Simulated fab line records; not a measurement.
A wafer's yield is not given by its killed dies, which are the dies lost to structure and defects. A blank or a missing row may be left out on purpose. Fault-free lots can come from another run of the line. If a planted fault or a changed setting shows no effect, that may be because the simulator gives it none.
fab line records :: flow n5Finfet :: part 2 of 2: steps 24 to 30 of 30
record:
  lots: 5
  wafers: 15
  lastDay: 19
route steps=1938 shown BEOL_M9@1458 BEOL_M10@1470
lots with no fault: from the same line, run without faults
startH: the number of hours between the record's first day and the start of the first shown wafer of the lot :: waitH: time in hours since the lot's previous step :: " identical to the entry in the row above :: L1.1+2: one row covering several wafers at once :: - value missing, or start not given :: * or withheld: withheld :: < > ~ a bound
route shown NAME@n: NAME is a module with steps in the file, n the number in the route of the first one :: usual: mean and standard deviation over wafers with no fault :: same: alike in all rows :: chamber/n: place in a boat :: sites: the reading at each site :: _std_site: standard deviation across them :: _edge_site: mean of outer sites minus mean of inner sites :: radiusMm: how far each site lies from the wafer's centre :: mask NAME#n: copy n :: behind: the tool/chamber that last shaped the wafer :: hold: what put the lot on hold/how long, in hours/how the hold closed :: device: names the non-switching transistor (n, p or np) :: end of line: the tests these same wafers got at the end of their route :: a step given without rows: its recipe and nothing more :: killed: dies lost to structure and defects at the first sort, not the wafer's yield :: map: shows each die of a wafer: x if killed, . if not, _ if none is there
set.NAME: the setting the step ran with; set.NAME@STEP: the setting that earlier step ran with :: model.NAME: the simulator's own value behind a step, which no gauge read
a table for each step, a row for each wafer; lots at some steps of the route
services: the hour from which a tool's chamber was out of use, counted from the record's first day as startH (under 0 if before that day), plus the number of hours and why
== steps ==
step: N5_BEOL_M10_PEB_09
recipe:
  pebTempC: withheld
  pebTimeS: 60
  resist: CAR-ArF
usual:
  exhaustPa: 44.8/0.75
lot.wafer: L077.1
tool: lithoTrack-01
chamber: 0
startH: 258.56
waitH: 0.1
exhaustPa: 45.5

lot.wafer: L077.3
tool: lithoTrack-01
chamber: 0
startH: 258.56
waitH: 0.1
exhaustPa: 45.2

lot.wafer: L077.5
tool: lithoTrack-01
chamber: 0
startH: 258.56
waitH: 0.1
exhaustPa: 43.9

lot.wafer: L076.3
tool: lithoTrack-04
chamber: 0
startH: 274.88
waitH: 0.0
exhaustPa: 43.5

lot.wafer: L076.4
tool: lithoTrack-04
chamber: 0
startH: 274.88
waitH: 0.0
exhaustPa: 44.9

lot.wafer: L076.6
tool: lithoTrack-04
chamber: 0
startH: 274.88
waitH: 0.0
exhaustPa: 44.4

lot.wafer: L080.1
tool: lithoTrack-03
chamber: 0
startH: 282.13
waitH: 0.1
exhaustPa: 46.0

lot.wafer: L080.2
tool: lithoTrack-03
chamber: 0
startH: 282.13
waitH: 0.1
exhaustPa: 45.0

lot.wafer: L080.4
tool: lithoTrack-03
chamber: 0
startH: 282.13
waitH: 0.1
exhaustPa: 45.3

lot.wafer: L089.1
tool: lithoTrack-04
chamber: 0
startH: 332.29
waitH: 0.1
exhaustPa: 44.3

lot.wafer: L089.5
tool: lithoTrack-04
chamber: 0
startH: 332.29
waitH: 0.1
exhaustPa: 43.8

lot.wafer: L089.6
tool: lithoTrack-04
chamber: 0
startH: 332.29
waitH: 0.1
exhaustPa: 45.5

lot.wafer: L096.2
tool: lithoTrack-03
chamber: 0
startH: 385.96
waitH: 0.0
exhaustPa: 45.6

lot.wafer: L096.5
tool: lithoTrack-03
chamber: 0
startH: 385.96
waitH: 0.0
exhaustPa: 44.1

lot.wafer: L096.6
tool: lithoTrack-03
chamber: 0
startH: 385.96
waitH: 0.0
exhaustPa: 45.6
step: N5_BEOL_M10_DEVELOP_10
recipe:
  developTimeS: 30
  developer: TMAH
  resist: CAR-ArF
  rinseLiquid: diw
  dry: airSpin
  devTempC: 23
usual:
  exhaustPa: 45.0/1
lot.wafer: L077.1
tool: lithoTrack-01
chamber: 0
startH: -
waitH: -
exhaustPa: 45.6

lot.wafer: L077.3
tool: lithoTrack-01
chamber: 0
startH: -
waitH: -
exhaustPa: 44.2

lot.wafer: L077.5
tool: lithoTrack-01
chamber: 0
startH: -
waitH: -
exhaustPa: 44.2

lot.wafer: L076.3
tool: lithoTrack-04
chamber: 0
startH: -
waitH: -
exhaustPa: 46.9

lot.wafer: L076.4
tool: lithoTrack-04
chamber: 0
startH: -
waitH: -
exhaustPa: 46.2

lot.wafer: L076.6
tool: lithoTrack-04
chamber: 0
startH: -
waitH: -
exhaustPa: 45.7

lot.wafer: L080.1
tool: lithoTrack-03
chamber: 0
startH: -
waitH: -
exhaustPa: 46.9

lot.wafer: L080.2
tool: lithoTrack-03
chamber: 0
startH: -
waitH: -
exhaustPa: 45.9

lot.wafer: L080.4
tool: lithoTrack-03
chamber: 0
startH: -
waitH: -
exhaustPa: 45.2

lot.wafer: L089.1
tool: lithoTrack-04
chamber: 0
startH: -
waitH: -
exhaustPa: 44.6

lot.wafer: L089.5
tool: lithoTrack-04
chamber: 0
startH: -
waitH: -
exhaustPa: 45.4

lot.wafer: L089.6
tool: lithoTrack-04
chamber: 0
startH: -
waitH: -
exhaustPa: 46.6

lot.wafer: L096.2
tool: lithoTrack-03
chamber: 0
startH: -
waitH: -
exhaustPa: 47.3

lot.wafer: L096.5
tool: lithoTrack-03
chamber: 0
startH: -
waitH: -
exhaustPa: 45.9

lot.wafer: L096.6
tool: lithoTrack-03
chamber: 0
startH: -
waitH: -
exhaustPa: 45.6
step: N5_BEOL_M10_CD_MEAS_11
recipe:
  targetCdNm: 64.1
  landingEnergyEv: 500
  detector: seInlens
  polarity: opening
usual:
  cdNm: 63.8/0.45
lot.wafer: L077.1
tool: cdSem-01
chamber: 0
startH: 258.63
waitH: -
cdNm: 63.7

lot.wafer: L077.3
tool: cdSem-01
chamber: 0
startH: 258.63
waitH: -
cdNm: 63.2

lot.wafer: L077.5
tool: cdSem-01
chamber: 0
startH: 258.63
waitH: -
cdNm: 63.8

lot.wafer: L076.3
tool: cdSem-01
chamber: 0
startH: 274.95
waitH: -
cdNm: 64.3

lot.wafer: L076.4
tool: cdSem-01
chamber: 0
startH: 274.95
waitH: -
cdNm: 64.2

lot.wafer: L076.6
tool: cdSem-01
chamber: 0
startH: 274.95
waitH: -
cdNm: 64.0

lot.wafer: L080.1
tool: cdSem-02
chamber: 0
startH: 282.20
waitH: -
cdNm: 63.5

lot.wafer: L080.2
tool: cdSem-02
chamber: 0
startH: 282.20
waitH: -
cdNm: 63.5

lot.wafer: L080.4
tool: cdSem-02
chamber: 0
startH: 282.20
waitH: -
cdNm: 63.6

lot.wafer: L089.1
tool: cdSem-01
chamber: 0
startH: 332.36
waitH: -
cdNm: 64.6

lot.wafer: L089.5
tool: cdSem-01
chamber: 0
startH: 332.36
waitH: -
cdNm: 64.2

lot.wafer: L089.6
tool: cdSem-01
chamber: 0
startH: 332.36
waitH: -
cdNm: 64.7

lot.wafer: L096.2
tool: cdSem-01
chamber: 0
startH: 386.03
waitH: -
cdNm: 64.1

lot.wafer: L096.5
tool: cdSem-01
chamber: 0
startH: 386.03
waitH: -
cdNm: 63.8

lot.wafer: L096.6
tool: cdSem-01
chamber: 0
startH: 386.03
waitH: -
cdNm: 64.3
step: N5_BEOL_M10_OVL_MEAS_12
recipe:
  pointsPerWafer: 44
usual:
  M10_OVL: 0.5/0.65
lot.wafer: L077.1
tool: overlay-01
chamber: 0
startH: 258.66
waitH: 0.0
M10_OVL[nm]: -0.1

lot.wafer: L077.3
tool: overlay-01
chamber: 0
startH: 258.66
waitH: 0.0
M10_OVL[nm]: 0.7

lot.wafer: L077.5
tool: overlay-01
chamber: 0
startH: 258.66
waitH: 0.0
M10_OVL[nm]: -0.6

lot.wafer: L076.3
tool: overlay-01
chamber: 0
startH: 274.97
waitH: 0.0
M10_OVL[nm]: 1.0

lot.wafer: L076.4
tool: overlay-01
chamber: 0
startH: 274.97
waitH: 0.0
M10_OVL[nm]: 0.8

lot.wafer: L076.6
tool: overlay-01
chamber: 0
startH: 274.97
waitH: 0.0
M10_OVL[nm]: 1.0

lot.wafer: L080.1
tool: overlay-01
chamber: 0
startH: 282.23
waitH: 0.0
M10_OVL[nm]: 0.4

lot.wafer: L080.2
tool: overlay-01
chamber: 0
startH: 282.23
waitH: 0.0
M10_OVL[nm]: -0.5

lot.wafer: L080.4
tool: overlay-01
chamber: 0
startH: 282.23
waitH: 0.0
M10_OVL[nm]: 1.0

lot.wafer: L089.1
tool: overlay-01
chamber: 0
startH: 332.39
waitH: 0.0
M10_OVL[nm]: 0.9

lot.wafer: L089.5
tool: overlay-01
chamber: 0
startH: 332.39
waitH: 0.0
M10_OVL[nm]: 1.9

lot.wafer: L089.6
tool: overlay-01
chamber: 0
startH: 332.39
waitH: 0.0
M10_OVL[nm]: 1.6

lot.wafer: L096.2
tool: overlay-02
chamber: 0
startH: 386.06
waitH: 0.0
M10_OVL[nm]: -0.7

lot.wafer: L096.5
tool: overlay-02
chamber: 0
startH: 386.06
waitH: 0.0
M10_OVL[nm]: -0.1

lot.wafer: L096.6
tool: overlay-02
chamber: 0
startH: 386.06
waitH: 0.0
M10_OVL[nm]: 0.5
step: N5_BEOL_M10_INSPECT_13
recipe:
  mode: adi
  inspectInstrument: brightfield
usual:
  rawDefectCount: 422/100
lot.wafer: L077.1
tool: defectInspect-02
chamber: -
startH: 258.68
waitH: 0.0
rawDefectCount: 386

lot.wafer: L077.3
tool: defectInspect-02
chamber: -
startH: 258.68
waitH: 0.0
rawDefectCount: 649

lot.wafer: L077.5
tool: defectInspect-02
chamber: -
startH: 258.68
waitH: 0.0
rawDefectCount: 550

lot.wafer: L076.3
tool: defectInspect-01
chamber: -
startH: 275.00
waitH: 0.0
rawDefectCount: 419

lot.wafer: L076.4
tool: defectInspect-01
chamber: -
startH: 275.00
waitH: 0.0
rawDefectCount: 455

lot.wafer: L076.6
tool: defectInspect-01
chamber: -
startH: 275.00
waitH: 0.0
rawDefectCount: 389

lot.wafer: L080.1
tool: defectInspect-01
chamber: -
startH: 282.25
waitH: 0.0
rawDefectCount: 410

lot.wafer: L080.2
tool: defectInspect-01
chamber: -
startH: 282.25
waitH: 0.0
rawDefectCount: 340

lot.wafer: L080.4
tool: defectInspect-01
chamber: -
startH: 282.25
waitH: 0.0
rawDefectCount: 520

lot.wafer: L089.1
tool: defectInspect-02
chamber: -
startH: 332.41
waitH: 0.0
rawDefectCount: 410

lot.wafer: L089.5
tool: defectInspect-02
chamber: -
startH: 332.41
waitH: 0.0
rawDefectCount: 540

lot.wafer: L089.6
tool: defectInspect-02
chamber: -
startH: 332.41
waitH: 0.0
rawDefectCount: 458

lot.wafer: L096.2
tool: defectInspect-01
chamber: -
startH: 386.08
waitH: 0.0
rawDefectCount: 405

lot.wafer: L096.5
tool: defectInspect-01
chamber: -
startH: 386.08
waitH: 0.0
rawDefectCount: 353

lot.wafer: L096.6
tool: defectInspect-01
chamber: -
startH: 386.08
waitH: 0.0
rawDefectCount: 392
step: N5_BEOL_M10_DESCUM_16
recipe:
  chemistry: O2
  timeS: 7.9
  sourcePowerW: 50
  biasPowerW: 20
  pressureMtorr: 20
  rfFrequencyHz: 2.712e+07
  tempC: 40
  resist: CAR-ArF
  o2FlowSccm: 225
usual:
  drypumpMotorCurrentA: 5.9/0.49
  oesProductAu: 0.78/0.08
  rfVppV: 243.8/1.3
  showerheadPlenumPTorr: 2.14/0.06
  tempC: 39.98/0.11
  throttleValvePct: 20.45/0.19
lot.wafer: L077.1
tool: rieDiel-03
chamber: 3
startH: 258.71
waitH: 0.0
drypumpMotorCurrentA: 6.1
oesProductAu: 0.74
rfHoursCounterH: 187
rfVppV: 242.0
showerheadPlenumPTorr: 2.08
tempC: 39.99
throttleValvePct: 20.54

lot.wafer: L077.3
tool: rieDiel-03
chamber: 1
startH: 258.71
waitH: 0.0
drypumpMotorCurrentA: 6.7
oesProductAu: 0.71
rfHoursCounterH: 204
rfVppV: 245.6
showerheadPlenumPTorr: 2.16
tempC: 39.87
throttleValvePct: 20.13

lot.wafer: L077.5
tool: rieDiel-03
chamber: 3
startH: 258.71
waitH: 0.0
drypumpMotorCurrentA: 6.1
oesProductAu: 0.74
rfHoursCounterH: -
rfVppV: 243.4
showerheadPlenumPTorr: 2.08
tempC: 39.98
throttleValvePct: 20.53

lot.wafer: L076.3
tool: rieDiel-03
chamber: 3
startH: 275.03
waitH: 0.0
drypumpMotorCurrentA: 6.1
oesProductAu: 0.73
rfHoursCounterH: 192
rfVppV: 242.4
showerheadPlenumPTorr: 2.08
tempC: 39.95
throttleValvePct: 20.55

lot.wafer: L076.4
tool: rieDiel-03
chamber: 2
startH: 275.03
waitH: 0.0
drypumpMotorCurrentA: 5.8
oesProductAu: 0.84
rfHoursCounterH: 65
rfVppV: 245.4
showerheadPlenumPTorr: 2.21
tempC: 40.19
throttleValvePct: 20.63

lot.wafer: L076.6
tool: rieDiel-03
chamber: 3
startH: 275.03
waitH: 0.0
drypumpMotorCurrentA: 6.1
oesProductAu: 0.73
rfHoursCounterH: -
rfVppV: 244.7
showerheadPlenumPTorr: 2.08
tempC: 39.92
throttleValvePct: 20.54

lot.wafer: L080.1
tool: rieDiel-05
chamber: 1
startH: 282.29
waitH: 0.0
drypumpMotorCurrentA: 4.9
oesProductAu: 0.83
rfHoursCounterH: 83
rfVppV: 242.0
showerheadPlenumPTorr: 2.04
tempC: 39.94
throttleValvePct: 20.36

lot.wafer: L080.2
tool: rieDiel-05
chamber: 0
startH: 282.29
waitH: 0.0
drypumpMotorCurrentA: 5.7
oesProductAu: 0.72
rfHoursCounterH: 166
rfVppV: 243.7
showerheadPlenumPTorr: 2.17
tempC: 40.00
throttleValvePct: 20.56

lot.wafer: L080.4
tool: rieDiel-05
chamber: 2
startH: 282.29
waitH: 0.0
drypumpMotorCurrentA: 5.9
oesProductAu: 0.94
rfHoursCounterH: 6
rfVppV: 242.9
showerheadPlenumPTorr: 2.15
tempC: 40.16
throttleValvePct: 20.03

lot.wafer: L089.1
tool: rieDiel-02
chamber: 3
startH: 333.79
waitH: 1.4
drypumpMotorCurrentA: 5.8
oesProductAu: 0.78
rfHoursCounterH: 146
rfVppV: 244.8
showerheadPlenumPTorr: 2.18
tempC: 40.08
throttleValvePct: 20.62

lot.wafer: L089.5
tool: rieDiel-02
chamber: 2
startH: 333.79
waitH: 1.4
drypumpMotorCurrentA: 6.1
oesProductAu: 0.86
rfHoursCounterH: -
rfVppV: 244.9
showerheadPlenumPTorr: 2.21
tempC: 39.93
throttleValvePct: 20.41

lot.wafer: L089.6
tool: rieDiel-02
chamber: 3
startH: 333.79
waitH: 1.4
drypumpMotorCurrentA: 5.8
oesProductAu: 0.77
rfHoursCounterH: -
rfVppV: 245.3
showerheadPlenumPTorr: 2.18
tempC: 40.00
throttleValvePct: 20.62

lot.wafer: L096.2
tool: rieDiel-05
chamber: 3
startH: 386.54
waitH: 0.5
drypumpMotorCurrentA: 6.4
oesProductAu: 0.99
rfHoursCounterH: 2
rfVppV: 243.5
showerheadPlenumPTorr: 2.14
tempC: 39.90
throttleValvePct: 20.35

lot.wafer: L096.5
tool: rieDiel-05
chamber: 2
startH: 386.54
waitH: 0.5
drypumpMotorCurrentA: 5.9
oesProductAu: 0.85
rfHoursCounterH: -
rfVppV: 244.1
showerheadPlenumPTorr: 2.14
tempC: 40.02
throttleValvePct: 20.08

lot.wafer: L096.6
tool: rieDiel-05
chamber: 0
startH: 386.54
waitH: 0.5
drypumpMotorCurrentA: 5.7
oesProductAu: 0.68
rfHoursCounterH: -
rfVppV: 243.1
showerheadPlenumPTorr: 2.16
tempC: 40.14
throttleValvePct: 20.61
step: N5_BEOL_M10_ETCH_61
recipe:
  chemistry: CF4
  target: SiARC
  targetDepthA: 390
  maskMaterial: CAR-ArF
  timeS: 65
  ionEnergyEv: 80
  pressureMtorr: 40
  sourceW: 545
  biasW: 36
  Ar_flow_sccm: 100
  cf4FlowSccm: 100
  ends: cleared
usual:
  drypumpMotorCurrentA: 5.9/0.49
  etchRfOnTimeS: 65.1/0.97
  oesProductAu: 0.67/0.065
  rfVppV: 184.7/1
  showerheadPlenumPTorr: 2.19/0.062
  throttleValvePct: 15.62/0.23
lot.wafer: L077.1
tool: rieDiel-03
chamber: 3
startH: 258.75
waitH: 0.0
drypumpMotorCurrentA: 6.1
etchRfOnTimeS: 64.4
oesProductAu: 0.63
rfHoursCounterH: 187
rfVppV: 184.6
showerheadPlenumPTorr: 2.13
throttleValvePct: 15.74

lot.wafer: L077.3
tool: rieDiel-03
chamber: 1
startH: 258.75
waitH: 0.0
drypumpMotorCurrentA: 6.7
etchRfOnTimeS: 65.5
oesProductAu: 0.62
rfHoursCounterH: 204
rfVppV: 184.3
showerheadPlenumPTorr: 2.20
throttleValvePct: 15.38

lot.wafer: L077.5
tool: rieDiel-03
chamber: 3
startH: 258.75
waitH: 0.0
drypumpMotorCurrentA: 6.1
etchRfOnTimeS: 64.1
oesProductAu: 0.63
rfHoursCounterH: -
rfVppV: 184.9
showerheadPlenumPTorr: 2.13
throttleValvePct: 15.70

lot.wafer: L076.3
tool: rieDiel-03
chamber: 3
startH: 275.07
waitH: 0.0
drypumpMotorCurrentA: 6.1
etchRfOnTimeS: 64.7
oesProductAu: 0.62
rfHoursCounterH: 192
rfVppV: 184.1
showerheadPlenumPTorr: 2.13
throttleValvePct: 15.73

lot.wafer: L076.4
tool: rieDiel-03
chamber: 2
startH: 275.07
waitH: 0.0
drypumpMotorCurrentA: 5.8
etchRfOnTimeS: 65.0
oesProductAu: 0.70
rfHoursCounterH: 65
rfVppV: 185.9
showerheadPlenumPTorr: 2.26
throttleValvePct: 15.73

lot.wafer: L076.6
tool: rieDiel-03
chamber: 3
startH: 275.07
waitH: 0.0
drypumpMotorCurrentA: 6.1
etchRfOnTimeS: 64.8
oesProductAu: 0.63
rfHoursCounterH: -
rfVppV: 184.3
showerheadPlenumPTorr: 2.13
throttleValvePct: 15.73

lot.wafer: L080.1
tool: rieDiel-05
chamber: 1
startH: 282.32
waitH: 0.0
drypumpMotorCurrentA: 4.9
etchRfOnTimeS: 65.2
oesProductAu: 0.71
rfHoursCounterH: 83
rfVppV: 182.0
showerheadPlenumPTorr: 2.08
throttleValvePct: 15.42

lot.wafer: L080.2
tool: rieDiel-05
chamber: 0
startH: 282.32
waitH: 0.0
drypumpMotorCurrentA: 5.7
etchRfOnTimeS: 63.7
oesProductAu: 0.62
rfHoursCounterH: 166
rfVppV: 183.4
showerheadPlenumPTorr: 2.22
throttleValvePct: 15.80

lot.wafer: L080.4
tool: rieDiel-05
chamber: 2
startH: 282.32
waitH: 0.0
drypumpMotorCurrentA: 5.9
etchRfOnTimeS: 63.1
oesProductAu: 0.80
rfHoursCounterH: 6
rfVppV: 183.3
showerheadPlenumPTorr: 2.19
throttleValvePct: 15.09

lot.wafer: L089.1
tool: rieDiel-02
chamber: 3
startH: 333.82
waitH: 0.0
drypumpMotorCurrentA: 5.8
etchRfOnTimeS: 63.8
oesProductAu: 0.67
rfHoursCounterH: 146
rfVppV: 185.6
showerheadPlenumPTorr: 2.23
throttleValvePct: 15.85

lot.wafer: L089.5
tool: rieDiel-02
chamber: 2
startH: 333.82
waitH: 0.0
drypumpMotorCurrentA: 6.0
etchRfOnTimeS: 66.0
oesProductAu: 0.72
rfHoursCounterH: -
rfVppV: 185.0
showerheadPlenumPTorr: 2.26
throttleValvePct: 15.56

lot.wafer: L089.6
tool: rieDiel-02
chamber: 3
startH: 333.82
waitH: 0.0
drypumpMotorCurrentA: 5.8
etchRfOnTimeS: 63.9
oesProductAu: 0.67
rfHoursCounterH: -
rfVppV: 184.7
showerheadPlenumPTorr: 2.23
throttleValvePct: 15.85

lot.wafer: L096.2
tool: rieDiel-05
chamber: 3
startH: 386.57
waitH: 0.0
drypumpMotorCurrentA: 6.3
etchRfOnTimeS: 62.8
oesProductAu: 0.86
rfHoursCounterH: 2
rfVppV: 185.8
showerheadPlenumPTorr: 2.19
throttleValvePct: 15.47

lot.wafer: L096.5
tool: rieDiel-05
chamber: 2
startH: 386.57
waitH: 0.0
drypumpMotorCurrentA: 5.9
etchRfOnTimeS: 64.2
oesProductAu: 0.73
rfHoursCounterH: -
rfVppV: 184.2
showerheadPlenumPTorr: 2.18
throttleValvePct: 15.16

lot.wafer: L096.6
tool: rieDiel-05
chamber: 0
startH: 386.57
waitH: 0.0
drypumpMotorCurrentA: 5.7
etchRfOnTimeS: 65.3
oesProductAu: 0.59
rfHoursCounterH: -
rfVppV: 184.7
showerheadPlenumPTorr: 2.21
throttleValvePct: 15.86
== services ==
tool: cmp-01
chamber: -
startH: 232.07
hours: 3.1
kind: pm

tool: cmp-01
chamber: -
startH: 240.79
hours: 0.9
kind: repair

tool: rieDiel-05
chamber: 2
startH: 248.47
hours: 1.5
kind: repair

tool: ecdCu-01
chamber: -
startH: 252.06
hours: 7.3
kind: pm

tool: rieDiel-03
chamber: 0
startH: 253.76
hours: 5.9
kind: repair

tool: arfiScanner-02
chamber: -
startH: 257.20
hours: 1.3
kind: pm

tool: arfiScanner-02
chamber: -
startH: 272.78
hours: 1.0
kind: pm

tool: pecvd-01
chamber: -
startH: 274.98
hours: 0.7
kind: repair

tool: rieDiel-05
chamber: 1
startH: 276.26
hours: 3.2
kind: repair

tool: pvdSputter-01
chamber: -
startH: 283.92
hours: 0.7
kind: repair

tool: aldMetal-04
chamber: 0
startH: 293.29
hours: 1.6
kind: repair

tool: cmp-01
chamber: -
startH: 298.50
hours: 4.0
kind: pm

tool: cmp-01
chamber: -
startH: 304.50
hours: 4.9
kind: pm

tool: rieDiel-05
chamber: -
startH: 322.76
hours: 14.6
kind: pm

tool: cvdCo-02
chamber: 2
startH: 329.57
hours: 7.7
kind: repair

tool: aldMetal-04
chamber: -
startH: 335.82
hours: 6.0
kind: pm

tool: rieDiel-05
chamber: 0
startH: 341.64
hours: 21.4
kind: repair

tool: cvdCo-02
chamber: -
startH: 349.37
hours: 3.8
kind: pm

tool: pvdSputter-02
chamber: -
startH: 359.51
hours: 2.0
kind: repair

tool: rieDiel-05
chamber: 1
startH: 364.89
hours: 25.3
kind: repair

tool: cvdCo-02
chamber: 1
startH: 365.30
hours: 11.2
kind: repair

tool: pecvd-01
chamber: -
startH: 365.75
hours: 2.3
kind: repair

tool: arfiScanner-02
chamber: -
startH: 371.60
hours: 0.8
kind: pm

tool: rieDiel-03
chamber: 3
startH: 373.30
hours: 4.5
kind: repair
